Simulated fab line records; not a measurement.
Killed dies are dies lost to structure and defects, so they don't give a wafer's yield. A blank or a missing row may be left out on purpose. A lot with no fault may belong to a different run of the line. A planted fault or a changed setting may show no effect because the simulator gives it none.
Chamber matching :: flow n5 finfet :: N5_BEOL_M7_ALD_77 on ald metal-04: 4 sister chambers
The step deposits TaN, target thk 2 nm, pulse time 2 s, purge time 3 s. 4 wafers are shown with their chamber, then 7 later ones without.

== WAFERS PAIRED WITH THEIR CHAMBERS ==
wafer: L090.2
chamber: 3
heater power outer w (W): 252

wafer: L090.5
chamber: 2
heater power outer w (W): 193

wafer: L088.1
chamber: 1
heater power outer w (W): 204

wafer: L088.4
chamber: 0
heater power outer w (W): 251

== WAFERS WITHOUT THEIR CHAMBER ==
wafer: L088.6
heater power outer w (W): 245

wafer: L091.1
heater power outer w (W): 251

wafer: L091.3
heater power outer w (W): 204

wafer: L091.6
heater power outer w (W): 192

wafer: L094.1
heater power outer w (W): 257

wafer: L094.5
heater power outer w (W): 258

wafer: L094.6
heater power outer w (W): 194

== THE CHAMBER EACH PASSED THROUGH ==
wafer: L088.6
from the rows above: can't be placed: 0 or 3
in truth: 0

wafer: L091.1
from the rows above: can't be placed: 0 or 3
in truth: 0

wafer: L091.3
from the rows above: 1
in truth: 1

wafer: L091.6
from the rows above: 2
in truth: 2

wafer: L094.1
from the rows above: can't be placed: 3 or 0
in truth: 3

wafer: L094.5
from the rows above: can't be placed: 3 or 0
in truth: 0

wafer: L094.6
from the rows above: 2
in truth: 2
Correct placement for 3 of the 7. Not placeable from these rows: 4 (in 4, the candidates include the true chamber). 0 placed wrongly.
How it was worked out, from the rows above alone: a wafer's distance from a chamber is the root of the sum, over the readings, of the square of ((its reading less the chamber's mean) divided by the reading's scatter). If the next closest chamber is less than 2 further off than the closest, the wafer can't be placed; otherwise it belongs to the closest. For every chamber, the mean is computed from those of its wafers that are shown. The scatter: root of mean squared gap, hidden wafer to nearest shown wafer, with one shown wafer a chamber.
